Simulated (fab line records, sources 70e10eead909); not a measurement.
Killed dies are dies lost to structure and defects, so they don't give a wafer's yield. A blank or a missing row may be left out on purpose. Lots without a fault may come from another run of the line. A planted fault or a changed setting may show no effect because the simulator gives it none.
Tool commonality check | flow nand_harc | 3 lots, 9 wafers sampled

WHY IT WAS OPENED
At NHARC_END_SORT_01 the reading killed_at_periphery is flagged on 2 of 3 lots. Wafers without a fault read 3.2, standard deviation 2.2.
Rule: a lot is flagged when every wafer of it that has a number lies more than 4 standard deviations from that mean, or none has a number. The other lots count as sound.

lot  | measured     | on        | killed_at_periphery, wafer by wafer | flag
L153 | day 22 09:40 | prober-01 | 664 669 655                         | FLAGGED
L155 | day 22 09:56 | prober-02 | 639 633 637                         | FLAGGED
L162 | day 24 09:04 | prober-02 | 3 2 3                               |
The numbers of the flagged lots are 649.5 on average: +646.3 against the usual, or +99 or more standard deviations.

WHICH TOOL RAN EACH LOT
The record holds 2 process steps before the reading, out of a route of 1159 steps. In each cell: the tool, then ch and the chambers that the sampled wafers went through, then the start.
lot  | flag    | NHARC_P_CONTACT_ETCH_36                      | NHARC_P_M0_PVD_21
L153 | FLAGGED | rie_diel-02 ch 0,1,3, day 8 00:26 or earlier | pvd_sputter-01, day 8 10:58
L155 | FLAGGED | rie_diel-09 ch 0,2,3, day 8 21:23 or earlier | pvd_sputter-02, day 9 03:07
L162 |         | rie_diel-09 ch 0,3, day 10 05:02 or earlier  | pvd_sputter-02, day 10 10:49
What these steps do:
- NHARC_P_CONTACT_ETCH_36: etches the open film in N2/H2, target depth 260 nm, time 406.25 s.
- NHARC_P_M0_PVD_21: deposits Cu, target thk 30 nm, time 20.49 s.
- NHARC_END_SORT_01

FLAGGED OVER TOTAL, TOOL BY TOOL (the gauges that took the reading come last)
step                    | tool           | lots run | flagged | share of the flagged lots | sound lots run after its first flagged lot
NHARC_P_CONTACT_ETCH_36 | rie_diel-02    | 1        | 1       | some                      | 0
NHARC_P_CONTACT_ETCH_36 | rie_diel-09    | 2        | 1       | some                      | 1 (L162)
NHARC_P_M0_PVD_21       | pvd_sputter-01 | 1        | 1       | some                      | 0
NHARC_P_M0_PVD_21       | pvd_sputter-02 | 2        | 1       | some                      | 1 (L162)
NHARC_END_SORT_01       | prober-01      | 1        | 1       | some                      | 0
NHARC_END_SORT_01       | prober-02      | 2        | 1       | some                      | 1 (L162)
NHARC_P_CONTACT_ETCH_36 gives no start for some lots, so the hours and the order of its lots are those of NHARC_P_CONTACT_CD_MEAS_19.

WHAT THE TABLE ALLOWS
No row of the table ran every flagged lot.

WHAT THE SIMULATOR HAD PUT IN
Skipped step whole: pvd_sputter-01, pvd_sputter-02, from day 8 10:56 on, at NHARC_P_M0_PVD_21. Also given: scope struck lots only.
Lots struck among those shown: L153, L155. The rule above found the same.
